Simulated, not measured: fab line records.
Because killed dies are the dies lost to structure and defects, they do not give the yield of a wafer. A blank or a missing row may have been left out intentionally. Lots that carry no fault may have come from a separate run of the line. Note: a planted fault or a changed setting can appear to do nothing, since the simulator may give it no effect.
Matching of chambers	flow n5-finfet	N5_SPACER0_ALD_07 on ald-sin-04: 4 sister chambers
The step deposits SiNx, target thk 2 nm. 8 wafers are shown with their chamber, then 8 later ones without.

## WAFERS PAIRED WITH THEIR CHAMBERS
wafer	chamber	heater-power-w (W)
L074.2	1	847
L075.4	1	849
L081.2	2	730
L081.5	2	696
L083.1	0	879
L083.2	3	786
L083.5	3	754
L085.2	0	856

## WAFERS WITHOUT THEIR CHAMBER
wafer	heater-power-w (W)
L085.4	703
L085.6	897
L087.1	830
L087.2	718
L087.6	715
L094.4	771
L094.5	787
L094.6	718

## EACH ONE'S CHAMBER
wafer	from the rows above	in truth
L085.4	2	2
L085.6	can't be placed: 0 or 1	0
L087.1	can't be placed: 1 or 0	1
L087.2	2	2
L087.6	2	2
L094.4	3	3
L094.5	3	3
L094.6	2	2
Correctly placed: 6 of 8. Can't be placed from these rows: 2 (the true chamber is among the candidates in 2). Placed wrongly: 0.
How it was worked out, from the rows above alone: a wafer's distance from a chamber is the root of the sum, over the readings, of the square of ((its reading less the chamber's mean) divided by the reading's scatter). The wafer belongs to the nearest chamber; if the next one is less than 2 further off, it can't be placed. The mean given for a chamber averages the wafers shown for that chamber. The scatter: take each reading less its chamber's mean, square it, sum over the shown wafers, divide by the number of wafers less the number of chambers, and take the root.
